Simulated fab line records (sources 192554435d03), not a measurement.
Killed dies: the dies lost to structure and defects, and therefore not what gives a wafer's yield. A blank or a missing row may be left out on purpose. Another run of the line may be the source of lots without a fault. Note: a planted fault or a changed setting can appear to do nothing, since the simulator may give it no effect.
Matching of chambers ; flow n5_finfet ; N5_BEOL_M7_STRIP_67 on rie_diel-01 has 4 sister chambers
The step strips in CF4. 20 wafers are shown with their chamber, then 10 later ones without.

WAFERS, EACH WITH ITS CHAMBER
wafer;chamber;showerhead_plenum_p_Torr (Torr);drypump_motor_current_A (A);throttle_valve_pct (%)
L075.1;1;1.76;6.4;13.35
L075.2;3;1.89;5.9;13.54
L075.6;1;1.76;6.4;13.35
L077.2;1;1.76;6.5;13.35
L077.3;3;1.89;5.9;13.54
L077.6;3;1.89;5.9;13.52
L078.1;0;1.81;5.4;13.82
L078.3;3;1.89;5.9;13.55
L078.6;1;1.76;6.4;13.37
L082.1;0;1.81;5.3;13.86
L082.2;2;1.78;5.6;13.48
L082.3;1;1.76;6.4;13.39
L084.1;1;1.75;6.4;13.40
L084.3;2;1.78;5.6;13.48
L084.6;0;1.81;5.4;13.86
L085.3;2;1.78;5.6;13.48
L085.4;1;1.76;6.4;13.42
L085.6;0;1.81;5.4;13.86
L090.2;2;1.78;5.6;13.51
L090.4;1;1.75;6.4;13.42

SIGNATURES, as means of the wafers listed above
reading;chamber 0;chamber 1;chamber 2;chamber 3;scatter within a chamber
showerhead_plenum_p_Torr;1.8100;1.7575;1.7800;1.8900;0.00306
drypump_motor_current_A;5.375;6.413;5.600;5.900;0.0319
throttle_valve_pct;13.8500;13.3812;13.4875;13.5375;0.0235
Rule: a wafer's distance from a chamber is the root of the sum, over the readings, of the square of ((its reading less the chamber's mean) divided by the reading's scatter). The wafer belongs to the nearest chamber; if the next one is less than 2 further off, it can't be placed. How the scatter is found: for the shown wafers, subtract from each reading the mean of its chamber, square and add these, divide the total by (wafers less chambers), then take the root.

WAFERS MISSING THEIR CHAMBER
wafer;showerhead_plenum_p_Torr (Torr);drypump_motor_current_A (A);throttle_valve_pct (%)
L090.6;1.78;5.6;13.51
L093.1;1.78;5.6;13.49
L093.2;1.75;6.4;13.42
L093.3;1.81;5.4;13.87
L093.4;1.88;5.9;13.61
L093.5;1.88;5.9;13.61
L093.6;1.81;5.4;13.88
L092.2;1.77;5.6;13.51
L092.4;1.88;5.9;13.61
L092.6;1.81;5.4;13.89

THE CHAMBER EACH PASSED THROUGH
wafer;from the rows above;in truth
L090.6;2;2
L093.1;2;2
L093.2;1;1
L093.3;0;0
L093.4;3;3
L093.5;3;3
L093.6;0;0
L092.2;2;2
L092.4;3;3
L092.6;0;0
10 of 10 placed correctly. Can't be placed from these rows: 0. 0 placed wrongly.
